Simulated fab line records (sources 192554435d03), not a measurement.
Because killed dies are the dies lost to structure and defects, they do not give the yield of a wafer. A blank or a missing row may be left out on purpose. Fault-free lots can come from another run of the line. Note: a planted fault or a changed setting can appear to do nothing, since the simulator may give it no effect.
Split-lot experiment    flow n5-finfet    21 wafers read from 7 lots, route of 1938 steps

## THE SPLIT ITSELF
At N5_BEOL_M7_VIA_ETCH_34 (etches SiCOH lowk in C4F6/O2, target depth 125.5 nm, time 50.5 s), the setting bias-w was moved away from the recipe's 185 W on 7 of the 21 wafers read, by -12.2% to +14.4%. For the rest of the wafers, this setting stayed at what the recipe calls for.

The reading comes from the split's own step.

## THE READING
rf-vpp-V, in V, at N5_BEOL_M7_VIA_ETCH_34 (etches SiCOH lowk in C4F6/O2, target depth 125.5 nm, time 50.5 s). Typical for fault-free wafers on this fab line: 658 V, with standard deviation 14 V.

wafer   tool, chamber at the split  bias-w as run, W  against the recipe  rf-vpp-V, V  against lot-mates on the recipe
L077.4  rie-diel-06, 0              185               recipe              676          -
L077.5  rie-diel-06, 0              185               recipe              676          -
L077.6  rie-diel-06, 1              185               recipe              638          -
L076.3  rie-diel-06, 2              211.6             +14.4%              713          +74
L076.4  rie-diel-06, 1              185               recipe              638          -
L076.5  rie-diel-06, 1              185               recipe              640          -
L083.1  rie-diel-06, 0              163.8             -11.5%              614          -58
L083.5  rie-diel-06, 3              185               recipe              670          -
L083.6  rie-diel-06, 0              185               recipe              675          -
L085.1  rie-diel-05, 2              185               recipe              648          -
L085.2  rie-diel-05, 0              185               recipe              652          -
L085.4  rie-diel-05, 1              185               recipe              667          -
L088.1  rie-diel-05, 1              210.9             +14.0%              743          +77
L088.2  rie-diel-05, 2              210.9             +14.0%              719          +53
L088.3  rie-diel-05, 3              185               recipe              666          -
L090.1  rie-diel-05, 1              162.5             -12.2%              604          no lot-mate on the recipe
L090.2  rie-diel-05, 3              162.5             -12.2%              600          no lot-mate on the recipe
L090.3  rie-diel-05, 0              162.5             -12.2%              588          no lot-mate on the recipe
L092.1  rie-diel-01, 0              185               recipe              657          -
L092.2  rie-diel-01, 3              185               recipe              639          -
L092.6  rie-diel-01, 0              185               recipe              658          -

FIT RESULTS
A straight line over all 21 wafers: rf-vpp-V changes by +4.73 V for each +1% of bias-w; r = +0.94; the points scatter about the line by 14 V.
The same after taking each lot's own level away (the mean of its wafers on the recipe; 18 wafers): +4.88 V for each +1%; r = +0.95; scatter 10 V.
That fit puts the effect of the largest move of bias-w on the reading at 70 V.
The span of the lots' own levels, 639.0 to 672.5 V, comes to 2.4 times the standard deviation stated above.
The two slopes are in agreement: the lot-to-lot level therefore moves the slope only a little.
Check: for one of the wafers moved furthest among these (+14.4%), held out of the fit, the line's prediction against its lot-mates is +68.2 V. It came out at +74 V against them.
Tool readings at the split's step, against how far the setting was moved: rf-vpp-V r = +0.94.

## THE OTHER SPLITS THESE WAFERS WENT THROUGH
Other splits were also applied to these wafers ahead of the reading. Each is held against what the fit with the lots' levels taken away leaves over:
other split on the same wafers  wafers away from the commonest value  r with rf-vpp-V (lot level and that fit taken away)
N5_BEOL_M1_DESCUM_33 time-s     10                                    -0.11
N5_BEOL_M2_ILD_DEP_00 time-s    10                                    -0.12
N5_BEOL_M2_COAT_62 spin-rpm     6                                     -0.08
N5_BEOL_M4_COAT_76 spin-rpm     10                                    +0.04
N5_BEOL_M4_DESCUM_33 time-s     6                                     +0.06
N5_BEOL_M5_COAT_59 spin-rpm     2                                     -0.11
N5_BEOL_M5_DESCUM_16 time-s     7                                     -0.06
N5_BEOL_M5_ETCH_68 bias-w       7                                     +0.03

## FILE'S OWN FIT
rf-vpp-V changes by +4.96 V for each +1% of bias-w, r = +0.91.
